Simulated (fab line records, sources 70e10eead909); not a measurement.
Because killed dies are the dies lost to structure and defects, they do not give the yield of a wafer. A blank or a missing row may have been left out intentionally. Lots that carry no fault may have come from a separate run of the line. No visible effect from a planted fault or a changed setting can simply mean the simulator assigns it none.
The tool behind it: which one?	flow nand-harc	72 wafers from 24 lots sampled at 6 of the route's 1302 steps

WHAT THE GAUGES READ, wafer by wafer
NHARC_P_M0_THK_MEAS_24: measures by xrf.
lot	measured	on	thk-nm (nm)
L074	day 6 12:03	film-metro-02	117.5 118.9 117.2
L075	day 6 14:43	film-metro-01	121.4 122.3 118.4
L076	day 7 00:07	film-metro-01	117.2 118.8 118.0
L078	day 7 16:42	film-metro-02	118.4 117.4 117.5
L077	day 7 17:11	film-metro-01	117.9 117.6 115.9
L079	day 8 07:56	film-metro-02	116.8 120.0 118.5
L080	day 8 19:10	film-metro-01	118.0 117.1 118.8
L081	day 9 03:43	film-metro-02	117.4 112.7 114.9
L082	day 9 15:01	film-metro-02	119.9 112.0 115.6
L083	day 10 08:52	film-metro-01	120.1 118.0 116.3
L084	day 10 14:50	film-metro-01	119.1 118.3 117.6
L085	day 10 20:25	film-metro-02	120.2 118.6 117.2
L086	day 11 01:01	film-metro-01	116.3 117.8 117.1
L087	day 11 10:31	film-metro-01	119.2 119.0 118.4
L089	day 12 04:17	film-metro-01	119.8 117.7 118.5
L088	day 12 05:17	film-metro-02	118.6 117.4 117.7
L090	day 13 00:31	film-metro-02	117.7 117.3 119.8
L091	day 13 07:35	film-metro-01	117.0 114.7 113.0
L092	day 13 14:29	film-metro-01	113.9 117.0 118.2
L093	day 14 01:11	film-metro-01	116.9 118.4 117.9
L094	day 14 19:04	film-metro-01	118.0 116.7 117.4
L095	day 14 20:17	film-metro-02	118.6 116.8 117.8
L096	day 15 06:35	film-metro-02	119.3 115.1 119.5
L097	day 16 01:32	film-metro-01	120.6 119.3 118.6

NHARC_P_M2_INSPECT_11.
lot	measured	on	raw-defect-count
L074	day 6 17:44	defect-inspect-01	4 3 2
L075	day 6 20:25	defect-inspect-02	7 2 3
L076	day 7 06:17	defect-inspect-01	0 7 5
L078	day 7 22:34	defect-inspect-01	12 12 10
L077	day 7 23:02	defect-inspect-01	5 4 6
L079	day 8 14:09	defect-inspect-01	6 5 5
L080	day 9 01:37	defect-inspect-01	3 7 3
L081	day 9 09:31	defect-inspect-02	3 3 5
L082	day 9 20:43	defect-inspect-02	2 8 5
L083	day 10 14:41	defect-inspect-02	1 3 6
L084	day 10 20:32	defect-inspect-02	2 6 1
L085	day 11 02:01	defect-inspect-02	2 5 4
L086	day 11 06:52	defect-inspect-01	4 7 1
L087	day 11 16:14	defect-inspect-01	3 7 4
L089	day 12 09:58	defect-inspect-01	10 9 10
L088	day 12 11:06	defect-inspect-01	4 3 5
L090	day 13 06:15	defect-inspect-01	3 5 4
L091	day 13 13:23	defect-inspect-01	6 5 3
L092	day 13 20:11	defect-inspect-02	1 1 3
L093	day 14 06:48	defect-inspect-01	2 3 4
L094	day 15 00:46	defect-inspect-02	6 5 11
L095	day 15 01:59	defect-inspect-01	7 1 2
L096	day 15 12:09	defect-inspect-01	3 5 4
L097	day 16 07:14	defect-inspect-01	1 3 4

TOOL THAT RAN EACH LOT (tool first, then ch and the chambers of the sampled wafers, then the start)
lot	NHARC_P_GATE_STRIP_112	NHARC_P_CONTACT_CMP_24	NHARC_P_M1_PVD_20	NHARC_P_M1_PVD_21
L074	plasma-asher-01 ch 0,1, day 5 23:29	cmp-04 ch 0,2, day 6 08:15	pvd-sputter-01, day 6 17:44 or earlier	pvd-sputter-01, day 6 17:44 or earlier
L075	plasma-asher-02 ch 0,1, day 6 02:12	cmp-04 ch 1,2, day 6 10:53	pvd-sputter-01, day 6 20:25 or earlier	pvd-sputter-01, day 6 20:25 or earlier
L076	plasma-asher-02 ch 0,1, day 6 11:39	cmp-04 ch 0,3, day 6 20:17	pvd-sputter-01, day 7 06:17 or earlier	pvd-sputter-01, day 7 06:17 or earlier
L078	plasma-asher-01 ch 0,1, day 7 04:01	cmp-03 ch 0,3, day 7 12:39	pvd-sputter-01, day 7 22:34 or earlier	pvd-sputter-01, day 7 22:34 or earlier
L077	plasma-asher-02 ch 0,1, day 7 04:10	cmp-04 ch 0,1,3, day 7 13:04	pvd-sputter-02, day 7 23:02 or earlier	pvd-sputter-02, day 7 23:02 or earlier
L079	plasma-asher-01 ch 0,1, day 7 19:09	cmp-04 ch 0,2,3, day 8 04:05	pvd-sputter-02, day 8 14:09 or earlier	pvd-sputter-02, day 8 14:09 or earlier
L080	plasma-asher-01 ch 0,1, day 8 06:27	cmp-04 ch 0,1,2, day 8 15:29	pvd-sputter-01, day 9 01:37 or earlier	pvd-sputter-01, day 9 01:37 or earlier
L081	plasma-asher-02 ch 0,1, day 8 15:11	cmp-04 ch 0,1,3, day 8 23:56	pvd-sputter-02, day 9 09:31 or earlier	pvd-sputter-02, day 9 09:31 or earlier
L082	plasma-asher-01 ch 0,1, day 9 02:00	cmp-03 ch 0,1,3, day 9 11:04	pvd-sputter-01, day 9 20:43 or earlier	pvd-sputter-01, day 9 20:43 or earlier
L083	plasma-asher-02 ch 0,1, day 9 20:01	cmp-01 ch 2,3, day 10 05:04	pvd-sputter-02, day 10 14:41 or earlier	pvd-sputter-02, day 10 14:41 or earlier
L084	plasma-asher-02 ch 0,1, day 10 02:23	cmp-01 ch 1,3, day 10 11:01	pvd-sputter-02, day 10 20:32 or earlier	pvd-sputter-02, day 10 20:32 or earlier
L085	plasma-asher-02 ch 0,1, day 10 07:23	cmp-03 ch 0,1,3, day 10 16:20	pvd-sputter-02, day 11 02:01 or earlier	pvd-sputter-02, day 11 02:01 or earlier
L086	plasma-asher-02 ch 0,1, day 10 12:04	cmp-01 ch 0,1,3, day 10 21:23	pvd-sputter-03, day 11 06:52 or earlier	pvd-sputter-03, day 11 06:52 or earlier
L087	plasma-asher-02 ch 0,1, day 10 21:42	cmp-03 ch 0,1,3, day 11 06:40	pvd-sputter-02, day 11 16:14 or earlier	pvd-sputter-02, day 11 16:14 or earlier
L089	plasma-asher-02 ch 1, day 11 15:39	cmp-04 ch 0,1,2, day 12 00:37	pvd-sputter-03, day 12 09:58 or earlier	pvd-sputter-03, day 12 09:58 or earlier
L088	plasma-asher-02 ch 0,1, day 11 16:02	cmp-01 ch 2,3, day 12 01:30	pvd-sputter-01, day 12 11:06 or earlier	pvd-sputter-01, day 12 11:06 or earlier
L090	plasma-asher-01 ch 0,1, day 12 12:05	cmp-01 ch 1,2,3, day 12 20:49	pvd-sputter-03, day 13 06:15 or earlier	pvd-sputter-03, day 13 06:15 or earlier
L091	plasma-asher-02 ch 0,1, day 12 19:02	cmp-03 ch 0,2,3, day 13 03:46	pvd-sputter-03, day 13 13:23 or earlier	pvd-sputter-03, day 13 13:23 or earlier
L092	plasma-asher-01 ch 0,1, day 13 01:56	cmp-04 ch 1,2,3, day 13 10:39	pvd-sputter-03, day 13 20:11 or earlier	pvd-sputter-03, day 13 20:11 or earlier
L093	plasma-asher-01 ch 0,1, day 13 12:43	cmp-01 ch 0,2,3, day 13 21:28	pvd-sputter-02, day 14 06:48 or earlier	pvd-sputter-02, day 14 06:48 or earlier
L094	plasma-asher-01 ch 0,1, day 14 06:46	cmp-01 ch 1,3, day 14 15:20	pvd-sputter-01, day 15 00:46 or earlier	pvd-sputter-01, day 15 00:46 or earlier
L095	plasma-asher-02 ch 0,1, day 14 07:50	cmp-03 ch 1,2,3, day 14 16:28	pvd-sputter-03, day 15 01:59 or earlier	pvd-sputter-03, day 15 01:59 or earlier
L096	plasma-asher-01 ch 0,1, day 14 18:09	cmp-04 ch 0,1,3, day 15 02:55	pvd-sputter-01, day 15 12:09 or earlier	pvd-sputter-01, day 15 12:09 or earlier
L097	plasma-asher-02 ch 0,1, day 15 12:29	cmp-01 ch 2,3, day 15 21:34	pvd-sputter-03, day 16 07:14 or earlier	pvd-sputter-03, day 16 07:14 or earlier
- NHARC_P_GATE_STRIP_112: strips in N2/H2, time 200 s.
- NHARC_P_CONTACT_CMP_24: polishes, t overpolish 30 s, target thk 200 nm.
- NHARC_P_M1_PVD_20: deposits TaN, target thk 5 nm, time 8.06 s.
- NHARC_P_M1_PVD_21: deposits Cu, target thk 30 nm, time 20.49 s.

WHAT THE TOOLS THEMSELVES READ (means of the sampled wafers that have a number; where no wafer has one, the mark that the record gives instead)
NHARC_P_GATE_STRIP_112.
lot	tool	drypump-motor-current-A (A)	heater-power-w (W)	temp-c (C)
L074	plasma-asher-01	6.09	93	109.98
L075	plasma-asher-02	6.05	87	110.01
L076	plasma-asher-02	5.90	79	109.96
L078	plasma-asher-01	6.09	93	110.01
L077	plasma-asher-02	6.02	87	110.14
L079	plasma-asher-01	6.08	92	109.96
L080	plasma-asher-01	6.10	93	109.98
L081	plasma-asher-02	6.04	86	110.16
L082	plasma-asher-01	6.09	92	110.05
L083	plasma-asher-02	6.04	87	110.07
L084	plasma-asher-02	6.01	85	110.03
L085	plasma-asher-02	5.90	80	110.03
L086	plasma-asher-02	6.03	88	110.03
L087	plasma-asher-02	5.89	80	110.08
L089	plasma-asher-02	6.14	94	109.96
L088	plasma-asher-02	6.01	87	110.12
L090	plasma-asher-01	6.10	92	110.02
L091	plasma-asher-02	6.03	86	110.00
L092	plasma-asher-01	6.08	92	109.85
L093	plasma-asher-01	6.09	91	110.07
L094	plasma-asher-01	6.08	90	109.88
L095	plasma-asher-02	6.01	86	110.11
L096	plasma-asher-01	6.11	92	109.95
L097	plasma-asher-02	6.02	86	110.23

NHARC_P_CONTACT_CMP_24.
lot	tool	edge-zone-pressure-frac	motor-current-A (A)	overpolish-run-s (s)	time-to-endpoint-s (s)
L074	cmp-04	0.998	12.9	30.001	45
L075	cmp-04	0.997	12.8	29.999	39
L076	cmp-04	1.000	13.1	30.007	43
L078	cmp-03	0.998	11.1	30.002	43
L077	cmp-04	0.997	13.4	30.005	39
L079	cmp-04	1.001	13.3	29.992	40
L080	cmp-04	1.001	13.0	29.994	39
L081	cmp-04	1.001	13.1	30.001	38
L082	cmp-03	1.004	11.3	30.000	39
L083	cmp-01	1.003	11.8	30.011	37
L084	cmp-01	0.999	11.0	29.999	41
L085	cmp-03	1.002	11.4	29.993	36
L086	cmp-01	0.998	11.4	29.998	39
L087	cmp-03	0.996	11.5	30.007	37
L089	cmp-04	1.001	12.8	30.006	39
L088	cmp-01	1.004	11.2	29.994	35
L090	cmp-01	0.996	11.1	30.005	34
L091	cmp-03	1.000	11.3	29.993	41
L092	cmp-04	0.999	13.5	29.994	39
L093	cmp-01	1.004	11.6	29.996	38
L094	cmp-01	0.996	11.4	29.995	38
L095	cmp-03	1.003	11.2	29.997	37
L096	cmp-04	1.004	13.2	30.003	41
L097	cmp-01	0.994	11.7	30.003	34

NHARC_P_M1_PVD_20.
lot	tool	throttle-valve-pct (%)
L074	pvd-sputter-01	30.6
L075	pvd-sputter-01	30.2
L076	pvd-sputter-01	30.2
L078	pvd-sputter-01	29.5
L077	pvd-sputter-02	30.7
L079	pvd-sputter-02	30.5
L080	pvd-sputter-01	29.9
L081	pvd-sputter-02	30.8
L082	pvd-sputter-01	30.4
L083	pvd-sputter-02	31.3
L084	pvd-sputter-02	29.9
L085	pvd-sputter-02	31.7
L086	pvd-sputter-03	30.8
L087	pvd-sputter-02	30.8
L089	pvd-sputter-03	30.6
L088	pvd-sputter-01	30.3
L090	pvd-sputter-03	31.0
L091	pvd-sputter-03	30.4
L092	pvd-sputter-03	30.6
L093	pvd-sputter-02	30.3
L094	pvd-sputter-01	29.9
L095	pvd-sputter-03	30.3
L096	pvd-sputter-01	29.7
L097	pvd-sputter-03	29.9

NHARC_P_M1_PVD_21.
lot	tool	throttle-valve-pct (%)
L074	pvd-sputter-01	29.4
L075	pvd-sputter-01	30.7
L076	pvd-sputter-01	29.7
L078	pvd-sputter-01	30.2
L077	pvd-sputter-02	31.5
L079	pvd-sputter-02	30.9
L080	pvd-sputter-01	29.5
L081	pvd-sputter-02	29.9
L082	pvd-sputter-01	29.9
L083	pvd-sputter-02	30.4
L084	pvd-sputter-02	30.7
L085	pvd-sputter-02	29.8
L086	pvd-sputter-03	30.6
L087	pvd-sputter-02	30.7
L089	pvd-sputter-03	31.0
L088	pvd-sputter-01	29.8
L090	pvd-sputter-03	30.5
L091	pvd-sputter-03	30.6
L092	pvd-sputter-03	31.2
L093	pvd-sputter-02	30.3
L094	pvd-sputter-01	29.3
L095	pvd-sputter-03	31.1
L096	pvd-sputter-01	29.9
L097	pvd-sputter-03	30.8

THE ANSWER, worked out from the rows above alone
Rule: usual is defined by the lots themselves. Put in order of their means at a reading, lots are off if they are a third of the lots or fewer, leave a main group of 4 or more, and stand apart from it by a gap of 3 or more times the standard deviation of the main group's means; of several such gaps the widest counts. Not used: any main group whose means are identical at the precision the tables above print for the reading. A lot without any number at a reading at which 4 lots or more have one is off too. All remaining lots with rows at the step are treated as sound. After the gauges, taken in route order, come the tools' own readings; for these a lot's mean is taken, as printed above. The first step at which some lot is off is used, and at that step the reading that is off furthest; a lot without a number counts as furthest.
Nothing can be told from this: no lot is off at any reading shown.

WHAT THE SIMULATOR HAD INSERTED
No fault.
